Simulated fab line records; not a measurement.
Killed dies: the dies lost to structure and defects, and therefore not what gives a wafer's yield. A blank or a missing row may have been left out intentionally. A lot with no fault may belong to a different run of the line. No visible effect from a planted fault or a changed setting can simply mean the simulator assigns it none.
A struck lot beside a sound one    flow n5_finfet    44 out of 1938 route steps
Sound: these wafers, L804.2, L804.4, L804.6. Struck: wafer L808.4 (left out: L808.1, L808.5 of the same lot, which were not struck); the cause appears at the end.
Each step with rows lists, per side, the tool, then ch with its chambers, then its first start. Under that, the readings that differ: sound wafers    struck wafers    difference of the means    sigmas: that difference in standard deviations of wafers without a fault.
alike: words and numbers the same on both sides, and readings whose means are apart by under 2 such deviations; not compared: readings that were withheld, readings missing a value for some wafer, numbers with overlapping values and no deviation given by the record, and bounds like >300 which may hide the same value.
Wherever a step has rows on one side only, a row that says differs or no value, or a row with sigmas, the two part there. Numbers that have no deviation but don't overlap get no sigmas and don't part them. Lack of a reading on every wafer of one side parts them only where that side has two or more wafers.

first, 4 steps without rows for these wafers: N5_PMOS_HMC_CHANNEL_EPI_PRECLEAN_37 (cleans in O3/DIW, time 45 s); N5_PMOS_HMC_CHANNEL_EPI_PRECLEAN_24 (cleans in DHF, time 30 s); N5_PMOS_HMC_CHANNEL_EPI_SRD_25 (time 30 s); N5_PMOS_HMC_CHANNEL_EPI_EPI_26 (deposits Si from SiH4/H2, target thk 3.8 nm, time 22.7 s).
N5_PMOS_HMC_CHANNEL_EPI_INSPECT_30: inspects for defects (darkfield).
  sound on defect_inspect-01, day 3 02:31; struck on defect_inspect-01, day 4 03:14
  alike: raw_defect_count
then, 4 steps without rows for these wafers: N5_FIN_SAQP_PRECLEAN_42 (cleans in O3/DIW, time 60 s); N5_FIN_SAQP_PRECLEAN_00 (cleans in SC1, time 60 s); N5_FIN_SAQP_PRECLEAN_44 (cleans in SC2, time 45 s); N5_FIN_SAQP_SRD_01 (time 30 s).
N5_FIN_SAQP_ALD_61: deposits SiO2, target thk 4 nm, pulse time 1 s, purge time 2 s.
  sound on ald_sin-04 ch 1,2, day 3 02:38; struck on ald_sin-04 ch 2, day 4 03:23
  alike: heater_power_outer_w, heater_power_w, precursor_pulse_height_rel
N5_FIN_SAQP_DENSIFY_62: time 60 s.
  sound on rtp_anneal-02 ch 0, day 3 03:07; struck on rtp_anneal-02 ch 0, day 4 03:35
  alike: lamp_power_pct, wafer_temp_C_max
N5_FIN_SAQP_HM_DEP_03: deposits SiNx from SiH4/NH3/N2, target thk 38 nm, time 33.6 s.
  sound on pecvd-03 ch 0,2, day 3 03:19; struck on pecvd-04 ch 0, day 4 03:48
reading                                       sound              struck  difference  sigmas
showerhead_plenum_p_Torr (Torr)               5.13 5.29 5.29     5.08    -0.16       -2
showerhead_vpp_V (V)                          1022 1047 1041     1093    +56         +2
model.SiNx_of_FIN_SAQP_HM_DEP_03.thk_nm (nm)  37.23 37.79 37.53  33.56   -3.96       
  alike: heater_power_outer_w, heater_power_w, throttle_valve_pct
N5_FIN_SAQP_THK_MEAS_05:
  sound on film_metro-01, day 3 03:25; struck on film_metro-01, day 4 03:53
reading      sound           struck  difference  sigmas
thk_nm (nm)  37.3 37.8 37.5  33.5    -4.0        -7
then, 1 step without rows for these wafers: N5_FIN_SAQP_PECVD_47 (deposits a-Si from SiH4/He, target thk 45 nm, time 36.3 s).
N5_FIN_SAQP_PECVD_48: deposits SiNx from SiH4/NH3/N2, target thk 25 nm, time 22.1 s.
  sound on pecvd-02 ch 0,2, day 3 03:30; struck on pecvd-02 ch 2, day 4 03:58
  alike: heater_power_outer_w, heater_power_w, showerhead_plenum_p_Torr, showerhead_vpp_V, throttle_valve_pct
then, 1 step without rows for these wafers: N5_FIN_SAQP_PECVD_06 (deposits a-Si from SiH4/He, target thk 60 nm, time 48.1 s).
N5_FIN_SAQP_THK_MEAS_07:
  sound on film_metro-02, day 3 03:38; struck on film_metro-02, day 4 04:05
  alike: thk_nm
then, 9 steps without rows for these wafers: N5_FIN_SAQP_HM_DEP_72 (deposits SiO2 from SiH4/N2O, target thk 12 nm, time 7.2 s); N5_FIN_SAQP_COAT_49 (time 60 s, resist thk 100 nm); N5_FIN_SAQP_COAT_50 (time 60 s, resist thk 35 nm); N5_FIN_SAQP_COAT_10 (resist thk 90 nm); N5_FIN_SAQP_EBR_12; N5_FIN_SAQP_SOFTBAKE_11 (time 60 s); N5_FIN_SAQP_EXPOSE_13 (exposes mask FIN CORE, target cd 35.6 nm); N5_FIN_SAQP_PEB_14 (peb time 60 s); N5_FIN_SAQP_DEVELOP_15 (develop time 30 s).
N5_FIN_SAQP_CD_MEAS_16 targets a cd of 35.6 nm.
  sound on cd_sem-03 ch 0, day 3 04:07; struck on cd_sem-03 ch 0, day 4 04:35
reading     sound              struck  difference  sigmas
cd_nm (nm)  35.38 35.41 35.49  36.13   +0.70       +2
N5_FIN_SAQP_OVL_MEAS_17:
  sound on overlay-02 ch 0, day 3 04:09; struck on overlay-02 ch 0, day 4 04:37
  alike: FIN_CORE_OVL
N5_FIN_SAQP_INSPECT_18: inspects for defects (brightfield).
  sound on defect_inspect-01, day 3 04:11; struck on defect_inspect-01, day 4 04:38
  alike: raw_defect_count
N5_FIN_SAQP_DESCUM_21: chemistry O2, time 7.9 s.
  sound on rie_diel-05 ch 1,2,3, day 3 04:13; struck on rie_diel-06 ch 0, day 4 04:41
reading                          sound              struck  difference  sigmas
rf_vpp_V (V)                     245.1 244.7 245.1  242.1   -2.9        -2
showerhead_plenum_p_Torr (Torr)  2.21 2.17 2.22     2.07    -0.13       -2
  alike: bias_power_w, drypump_motor_current_A, oes_product_au, throttle_valve_pct
  not compared: rf_hours_counter_h
then, 9 steps without rows for these wafers: N5_FIN_SAQP_ETCH_51 (etches SiARC in CF4, target depth 45.5 nm, time 75.8 s); N5_FIN_SAQP_ETCH_52 (etches SOC in N2/H2, target depth 100 nm, overetch 20 nm, time 150 s); N5_FIN_SAQP_STRIP_53 (strips in N2/H2); N5_FIN_SAQP_HM_OPEN_73 (chemistry CHF3/O2, target SiO2, stops on a-Si, target depth 12 nm, time 16.8 s); N5_FIN_SAQP_STRIP_74 (strips in CHF3/O2); N5_FIN_SAQP_MANDREL_ETCH_22 (etches a-Si in HBr/Cl2, stops on SiNx, target depth 60 nm, bt time 10 s, time 30 s); N5_FIN_SAQP_STRIP_55 (strips in N2/H2); N5_FIN_SAQP_STRIP_23 (strips in SPM, time 750 s); N5_FIN_SAQP_SRD_66 (time 30 s).
N5_FIN_SAQP_RECESS_75: chemistry HF/NH3, target SiO2, target depth 14.4 nm, afs cycles 3, sublimation time 60 s.
  sound on vapor_etch-02 ch 0,1, day 3 04:55; struck on vapor_etch-01 ch 0, day 4 05:40
  alike: drypump_motor_current_A
then, 1 step without rows for these wafers: N5_FIN_SAQP_SPACER1_ALD_24 (deposits SiO2, target thk 20.3 nm, pulse time 1 s, purge time 2 s).
N5_FIN_SAQP_HM_OPEN_33: chemistry CH3F/O2, target SiNx, target depth 49.4 nm, time 70.6 s.
  sound on rie_diel-05 ch 1,2,3, day 3 08:06; struck on rie_diel-01 ch 2, day 4 08:41
reading                   sound             struck  difference  sigmas
etch_rf_on_time_s (s)     67.6 68.8 67.1    61.4    -6.4        -4
model.etch.depth_nm (nm)  36.6 37.16 36.77  32.93   -3.91       
  alike: CH3F_flow_sccm, drypump_motor_current_A, oes_product_au, rf_vpp_V, showerhead_plenum_p_Torr, throttle_valve_pct
  not compared: rf_hours_counter_h
N5_STI_FIN_REVEAL_RECESS_09: chemistry HF/NH3, target SiO2, afs cycles 11, target depth 42.5 nm, sublimation time 60 s.
  sound on vapor_etch-01 ch 0,1, day 3 16:01; struck on vapor_etch-02 ch 1, day 4 17:31
reading                                       sound         struck  difference  sigmas
drypump_motor_current_A (A)                   5.6 6.1 5.6   4.7     -1.1        -2
model.SiNx_of_FIN_SAQP_HM_DEP_03.thk_nm (nm)  17.6 18 17.4  13.4    -4.3        
-- the record jumps here: 6 days lie between the struck wafers' starts before and after (it left off in module STI_FIN_REVEAL and takes up again in module BEOL_M4, whose first step shown is number 1111 of the route) --
N5_BEOL_M4_RC_MEAS_101:
  sound on prober-02 ch 0, day 9 06:42; struck on prober-01 ch 0, day 10 08:47
reading        sound        struck  difference  sigmas
ION_N (uA/um)  672 655 678  695     +27         +2
  alike: DIBL_N, DIBL_P, IOFF_N, IOFF_P, ION_P, SS_N, SS_P, VT_N, VT_P

## WHERE THEY PART
Earliest at N5_FIN_SAQP_HM_DEP_03; latest, in this record, at N5_BEOL_M4_RC_MEAS_101.

WHY: what the simulator had put in
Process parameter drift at N5_FIN_SAQP_HM_DEP_03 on pecvd-04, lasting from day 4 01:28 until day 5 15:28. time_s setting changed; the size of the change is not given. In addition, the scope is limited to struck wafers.
